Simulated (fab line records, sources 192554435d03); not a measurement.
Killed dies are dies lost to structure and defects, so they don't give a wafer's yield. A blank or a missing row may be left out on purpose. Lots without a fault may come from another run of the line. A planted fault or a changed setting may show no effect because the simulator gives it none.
Which tool did it? | flow n5_finfet | 8 lots, 24 wafers sampled, at 4 steps of a route of 1938

WHAT THE GAUGES READ, wafer by wafer
N5_SD_EPI_P_CD_MEAS_09: target cd 240 nm.
lot  | measured    | on        | cd_nm (nm)
L614 | day 3 18:13 | cd_sem-03 | 239.6 240.0 238.7
L615 | day 3 22:29 | cd_sem-02 | 240.6 240.9 240.4
L618 | day 4 17:45 | cd_sem-02 | 240.1 239.5 240.2
L627 | day 6 23:36 | cd_sem-03 | 244.1 243.4 243.8
L628 | day 7 07:00 | cd_sem-03 | 242.5 242.7 242.2
L630 | day 7 17:36 | cd_sem-01 | 240.6 241.6 239.5
L631 | day 8 01:46 | cd_sem-03 | 239.0 239.0 239.4
L634 | day 8 17:44 | cd_sem-02 | 240.3 240.0 240.4

WHICH TOOL RAN EACH LOT (tool, then ch and the chambers of the sampled wafers, then the start)
lot  | N5_SD_EPI_N_ETCH_34               | N5_SD_EPI_N_ETCHBACK_44           | N5_SD_EPI_P_EXPOSE_06
L614 | rie_diel-01 ch 1,2,3, day 3 13:31 | rie_diel-01 ch 1,2,3, day 3 13:54 | arfi_scanner-03 ch 0, day 3 18:07
L615 | rie_diel-06 ch 1,2, day 3 18:07   | rie_diel-06 ch 1,2, day 3 18:30   | arfi_scanner-03 ch 0, day 3 22:22
L618 | rie_diel-03 ch 0,1,2, day 4 12:25 | rie_diel-03 ch 0,1,2, day 4 12:48 | arfi_scanner-03 ch 0, day 4 17:38
L627 | rie_diel-06 ch 2,3, day 6 19:04   | rie_diel-06 ch 2,3, day 6 19:27   | arfi_scanner-03 ch 0, day 6 23:29
L628 | rie_diel-01 ch 0,1,3, day 7 02:42 | rie_diel-01 ch 0,1,3, day 7 03:05 | arfi_scanner-03 ch 0, day 7 06:53
L630 | rie_diel-03 ch 0,2, day 7 13:12   | rie_diel-03 ch 0,2, day 7 13:35   | arfi_scanner-02 ch 0, day 7 17:28
L631 | rie_diel-06 ch 0,1,2, day 7 21:16 | rie_diel-06 ch 0,1,2, day 7 21:39 | arfi_scanner-01 ch 0, day 8 01:38
L634 | rie_diel-06 ch 0,1, day 8 12:43   | rie_diel-06 ch 0,1, day 8 13:06   | arfi_scanner-01 ch 0, day 8 17:37
- N5_SD_EPI_N_ETCH_34: etches SiARC in CF4, target depth 45.5 nm, time 75.8 s.
- N5_SD_EPI_N_ETCHBACK_44: etches SiNx in CH3F/O2, stops on SiO2, target depth 14.5 nm.
- N5_SD_EPI_P_EXPOSE_06: exposes mask SD P BLK, target cd 240 nm.

THE ANSWER, worked out from the rows above alone
Rule: what is usual is taken from the lots themselves. Put in order of their means at a reading, lots are off if they are a third of the lots or fewer, leave a main group of 4 or more, and stand apart from it by a gap of 3 or more times the standard deviation of the main group's means; of several such gaps the widest counts. A main group whose means are all the same, to the digits that the tables above print for the reading, isn't used. A lot without any number at a reading at which 4 lots or more have one is off too. The other lots that the step has rows for count as sound.
Off: L627, L628, at N5_SD_EPI_P_CD_MEAS_09 (cd_nm). The main group: mean 240.0 nm, standard deviation 0.56.
A tool fits if, at a process step before that reading, it ran every lot that is off, and no sound lot after the first of them. The gauges at N5_SD_EPI_P_CD_MEAS_09 are tried like those tools. One fits: arfi_scanner-03 at N5_SD_EPI_P_EXPOSE_06. Its last sound lot is L618 (day 4 17:38), its first lot that is off L627 (day 6 23:29): a fault that began between those two fits.

WHAT THE SIMULATOR HAD PUT IN
Process parameter drift: arfi_scanner-03, from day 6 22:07 on, at N5_SD_EPI_P_EXPOSE_06. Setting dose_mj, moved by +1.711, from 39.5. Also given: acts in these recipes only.
Lots struck among those shown: L627, L628. The rule above found the same.
